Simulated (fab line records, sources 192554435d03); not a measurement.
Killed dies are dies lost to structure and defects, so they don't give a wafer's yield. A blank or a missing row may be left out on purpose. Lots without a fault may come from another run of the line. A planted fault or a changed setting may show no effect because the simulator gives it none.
Problem report in the 8D (eight disciplines) form, filled by code | flow n5_finfet | the parts of the form that need people (team, actions taken, sign-off) are left out
Where a reading is given only as a bound, like >300, the bound stands for it, and a mean or a difference that rests on one is marked > or <: the true number lies beyond.

1. THE PROBLEM
raw_defect_count at N5_BEOL_M13_INSPECT_30 reads a mean of >300 on 2 wafers of 2 lots; wafers without a fault read 2.2 with a standard deviation of 1.5. That is +99 or more standard deviations from the usual mean.
The step: inspects for defects (macro).
First seen on wafer L571.2, day 13 19:34, on defect_inspect-01. The record holds 30 wafers of 10 lots with a number at this step. Rule for "out", or "out of limits": more than 4 standard deviations from the usual mean. The other wafers with a number count as sound.

2. WHAT IT IS AND WHAT IT IS NOT
question                    | is                                   | is not
which readings at this step | raw_defect_count                     | -
which lots                  | L570, L571                           | L565, L566, L567, L572, L582, L583, L584, L587
which wafers of those lots  | L570.3, L571.2                       | L570.4, L570.6, L571.5, L571.6
read on which gauges        | defect_inspect-01, defect_inspect-02 | -
when                        | from day 13 19:34                    | up to then (14 sound wafers); but 14 sound wafers of L570, L582, L583, L584, L587 came after

3. SUSPECTS, AND WHAT RULES EACH OUT
Counting: a tool at a process step up to the reading stays a suspect if it ran every lot that is out. Sound lots after the first of them don't rule it out here, since some wafers of a struck lot are sound.
- the gauge at N5_BEOL_M13_INSPECT_30: ruled out. The wafers that are out were read on 2 gauges (defect_inspect-01, defect_inspect-02).
- rie_diel-01 at N5_BEOL_M13_DESCUM_15 (chemistry O2, time 7.9 s): kept. It ran every lot that is out, first L571 (day 13 18:15); its last sound lot up to then is L572 (day 13 17:57).
- rie_diel-01 at N5_BEOL_M13_ETCH_59 (etches BARC in N2/H2, target depth 89 nm, overetch 26.7 nm, time 67.9 s): kept. It ran every lot that is out, first L571 (day 13 18:17); its last sound lot up to then is L572 (day 13 17:59).
- Within rie_diel-01 at N5_BEOL_M13_DESCUM_15: the wafers that are out ran in chamber 0; their sound lot-mates ran in chambers 2, 3.
- Within rie_diel-01 at N5_BEOL_M13_ETCH_59: the wafers that are out ran in chamber 0; their sound lot-mates ran in chambers 2, 3.
Left after counting: rie_diel-01 at N5_BEOL_M13_DESCUM_15, rie_diel-01 at N5_BEOL_M13_ETCH_59.

4. THE CAUSE (what the simulator had put in)
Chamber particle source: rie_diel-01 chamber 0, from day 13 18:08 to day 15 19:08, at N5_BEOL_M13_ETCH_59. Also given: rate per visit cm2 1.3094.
Counting left 2 suspects, and this tool is among them.

5. THE CHAIN OF EFFECTS, in route order
Each row: a reading whose mean over the struck wafers that have a number lies more than 3 standard deviations from the usual. Only readings for which the record gives a usual standard deviation are gone through. hours: the time from each lot's start at the first step in this table that gives one to its start at this step, as a median over the lots. sigmas: the change in usual standard deviations.
hours | step                    | reading              | usual  | on struck wafers | change | sigmas
0     | N5_BEOL_M13_INSPECT_30  | raw_defect_count     | 2.2    | >300             | >+298  | +99 or more
33    | N5_PASSIVATION_PROBE_49 | defect_limited_yield | 90.9 % | 79.0             | -11.9  | -9.2
33    | N5_PASSIVATION_PROBE_49 | killed_at_M4_up      | 13     | 154              | +142   | +28
33    | N5_PASSIVATION_PROBE_49 | killed_dies          | 107    | 248              | +141   | +8.8
33    | N5_PASSIVATION_PROBE_49 | sort_bin_5_function  | 5.4 %  | 12.8             | +7.3   | +8.8
33    | N5_PASSIVATION_PROBE_49 | sort_n_pass          | 1073   | 932              | -141   | -8.8
33    | N5_PASSIVATION_PROBE_49 | sort_yield_pct       | 90.9 % | 79.0             | -11.9  | -9.2
The process steps in it:
- N5_PASSIVATION_PROBE_49

6. WHAT WOULD HAVE CAUGHT IT SOONER
In this record the first reading out of limits at a measuring or inspecting step was taken at day 13 19:34, 1 hour after the fault began at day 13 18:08.
Of the tool readings at N5_BEOL_M13_ETCH_59 for which the record gives a usual standard deviation, none was out on any struck wafer, so an alarm limit of 4 standard deviations on them would not have fired.
Of the lots that are out (2), L570 began N5_BEOL_M13_ETCH_59 on rie_diel-01 after day 13 19:34. A hold on the tool at that time would have spared it.
